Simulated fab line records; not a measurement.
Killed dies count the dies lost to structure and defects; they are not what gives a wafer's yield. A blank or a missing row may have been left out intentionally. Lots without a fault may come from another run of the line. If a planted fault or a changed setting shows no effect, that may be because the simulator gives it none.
Chamber matching | flow nand-harc | 4 sister chambers for NHARC_P_CONTACT_STRIP_28 on rie-diel-12
The step strips in O2. 4 wafers are shown with their chamber, then 8 later ones without.

WAFERS, EACH WITH ITS CHAMBER
wafer  | chamber | showerhead-plenum-p-Torr (Torr)
L077.2 | 3       | 3.52
L088.2 | 0       | 3.63
L088.5 | 2       | 3.41
L087.1 | 1       | 3.69

WAFERS MISSING THEIR CHAMBER
wafer  | showerhead-plenum-p-Torr (Torr)
L087.4 | 3.63
L087.5 | 3.63
L092.2 | 3.63
L092.3 | 3.69
L092.6 | 3.63
L094.2 | 3.40
L094.3 | 3.69
L094.4 | 3.52

WHICH CHAMBER EACH WENT THROUGH
wafer  | from the rows above | in truth
L087.4 | 0                   | 0
L087.5 | 0                   | 0
L092.2 | 0                   | 0
L092.3 | 1                   | 1
L092.6 | 0                   | 0
L094.2 | 2                   | 2
L094.3 | 1                   | 1
L094.4 | 3                   | 3
Correct placement for 8 of the 8. Number that these rows cannot place: 0. Number placed wrongly: 0.
How it was worked out, from the rows above alone: a wafer's distance from a chamber is the root of the sum, over the readings, of the square of ((its reading less the chamber's mean) divided by the reading's scatter). If the next closest chamber is less than 2 further off than the closest, the wafer can't be placed; otherwise it belongs to the closest. For every chamber, the mean is computed from those of its wafers that are shown. The scatter: with one shown wafer a chamber, the root of the mean of the squares of how far each hidden wafer lies from its nearest shown one.
